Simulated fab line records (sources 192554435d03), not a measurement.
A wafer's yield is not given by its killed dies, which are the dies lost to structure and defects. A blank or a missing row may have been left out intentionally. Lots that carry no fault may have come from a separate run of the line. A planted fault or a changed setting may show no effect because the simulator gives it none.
Matching of chambers :: flow n5-finfet :: N5_SDB_HM_DEP_00 on pecvd-03: 3 sister chambers
The step deposits SiNx from SiH4/NH3/N2, target thk 40 nm, time 35.3 s. 20 wafers are shown with their chamber, then 10 later ones without.

== EACH WAFER AND ITS CHAMBER ==
wafer: L075.1
chamber: 0
throttle-valve-pct (%): 43.1
showerhead-plenum-p-Torr (Torr): 5.28
heater-power-w (W): 794

wafer: L075.2
chamber: 1
throttle-valve-pct (%): 42.4
showerhead-plenum-p-Torr (Torr): 5.17
heater-power-w (W): 854

wafer: L075.4
chamber: 0
throttle-valve-pct (%): 42.7
showerhead-plenum-p-Torr (Torr): 5.28
heater-power-w (W): 795

wafer: L077.2
chamber: 2
throttle-valve-pct (%): 37.7
showerhead-plenum-p-Torr (Torr): 5.17
heater-power-w (W): 743

wafer: L077.3
chamber: 0
throttle-valve-pct (%): 42.8
showerhead-plenum-p-Torr (Torr): 5.28
heater-power-w (W): 920

wafer: L077.4
chamber: 0
throttle-valve-pct (%): 42.6
showerhead-plenum-p-Torr (Torr): 5.29
heater-power-w (W): 867

wafer: L079.1
chamber: 0
throttle-valve-pct (%): 42.8
showerhead-plenum-p-Torr (Torr): 5.28
heater-power-w (W): 839

wafer: L079.2
chamber: 1
throttle-valve-pct (%): 42.6
showerhead-plenum-p-Torr (Torr): 5.17
heater-power-w (W): 798

wafer: L079.4
chamber: 1
throttle-valve-pct (%): 42.5
showerhead-plenum-p-Torr (Torr): 5.16
heater-power-w (W): 796

wafer: L080.2
chamber: 2
throttle-valve-pct (%): 38.1
showerhead-plenum-p-Torr (Torr): 5.16
heater-power-w (W): 771

wafer: L080.4
chamber: 0
throttle-valve-pct (%): 42.7
showerhead-plenum-p-Torr (Torr): 5.28
heater-power-w (W): 856

wafer: L080.5
chamber: 2
throttle-valve-pct (%): 37.9
showerhead-plenum-p-Torr (Torr): 5.17
heater-power-w (W): 786

wafer: L082.1
chamber: 1
throttle-valve-pct (%): 42.6
showerhead-plenum-p-Torr (Torr): 5.17
heater-power-w (W): 702

wafer: L082.4
chamber: 0
throttle-valve-pct (%): 42.5
showerhead-plenum-p-Torr (Torr): 5.28
heater-power-w (W): 778

wafer: L082.6
chamber: 1
throttle-valve-pct (%): 42.5
showerhead-plenum-p-Torr (Torr): 5.16
heater-power-w (W): 706

wafer: L083.2
chamber: 2
throttle-valve-pct (%): 38.2
showerhead-plenum-p-Torr (Torr): 5.17
heater-power-w (W): 741

wafer: L083.4
chamber: 0
throttle-valve-pct (%): 42.7
showerhead-plenum-p-Torr (Torr): 5.28
heater-power-w (W): 898

wafer: L083.6
chamber: 2
throttle-valve-pct (%): 38.1
showerhead-plenum-p-Torr (Torr): 5.16
heater-power-w (W): 721

wafer: L086.3
chamber: 2
throttle-valve-pct (%): 38.3
showerhead-plenum-p-Torr (Torr): 5.16
heater-power-w (W): 806

wafer: L086.4
chamber: 0
throttle-valve-pct (%): 42.6
showerhead-plenum-p-Torr (Torr): 5.28
heater-power-w (W): 892

SIGNATURES (averages over the wafers above)
reading: throttle-valve-pct
chamber 0: 42.722
chamber 1: 42.520
chamber 2: 38.050
scatter within a chamber: 0.171

reading: showerhead-plenum-p-Torr
chamber 0: 5.2811
chamber 1: 5.1660
chamber 2: 5.1650
scatter within a chamber: 0.00459

reading: heater-power-w
chamber 0: 848.78
chamber 1: 771.20
chamber 2: 761.33
scatter within a chamber: 50.3
Rule: a wafer lies at a distance from a chamber equal to the root of the sum of squares, over the readings, of (its reading less the chamber's mean, divided by the reading's scatter). The wafer belongs to the nearest chamber; if the next one is less than 2 further off, it can't be placed. The scatter is the square root of a quotient: the sum, over the shown wafers, of each reading's squared deviation from its chamber's mean, divided by wafers minus chambers.

== WAFERS WHOSE CHAMBER IS MISSING ==
wafer: L086.6
throttle-valve-pct (%): 38.4
showerhead-plenum-p-Torr (Torr): 5.17
heater-power-w (W): 653

wafer: L092.1
throttle-valve-pct (%): 38.7
showerhead-plenum-p-Torr (Torr): 5.17
heater-power-w (W): 790

wafer: L092.2
throttle-valve-pct (%): 42.5
showerhead-plenum-p-Torr (Torr): 5.17
heater-power-w (W): 828

wafer: L092.5
throttle-valve-pct (%): 38.6
showerhead-plenum-p-Torr (Torr): 5.17
heater-power-w (W): 787

wafer: L093.1
throttle-valve-pct (%): 42.8
showerhead-plenum-p-Torr (Torr): 5.28
heater-power-w (W): 759

wafer: L093.3
throttle-valve-pct (%): 38.7
showerhead-plenum-p-Torr (Torr): 5.17
heater-power-w (W): 755

wafer: L093.4
throttle-valve-pct (%): 38.4
showerhead-plenum-p-Torr (Torr): 5.18
heater-power-w (W): 791

wafer: L094.2
throttle-valve-pct (%): 42.9
showerhead-plenum-p-Torr (Torr): 5.28
heater-power-w (W): 863

wafer: L094.3
throttle-valve-pct (%): 38.3
showerhead-plenum-p-Torr (Torr): 5.18
heater-power-w (W): 754

wafer: L094.6
throttle-valve-pct (%): 38.7
showerhead-plenum-p-Torr (Torr): 5.16
heater-power-w (W): 755

== EACH ONE'S CHAMBER ==
wafer: L086.6
from the rows above: 2
in truth: 2

wafer: L092.1
from the rows above: 2
in truth: 2

wafer: L092.2
from the rows above: 1
in truth: 1

wafer: L092.5
from the rows above: 2
in truth: 2

wafer: L093.1
from the rows above: 0
in truth: 0

wafer: L093.3
from the rows above: 2
in truth: 2

wafer: L093.4
from the rows above: 2
in truth: 2

wafer: L094.2
from the rows above: 0
in truth: 0

wafer: L094.3
from the rows above: 2
in truth: 2

wafer: L094.6
from the rows above: 2
in truth: 2
Correctly placed: 10 of 10. Can't be placed from these rows: 0. 0 placed wrongly.
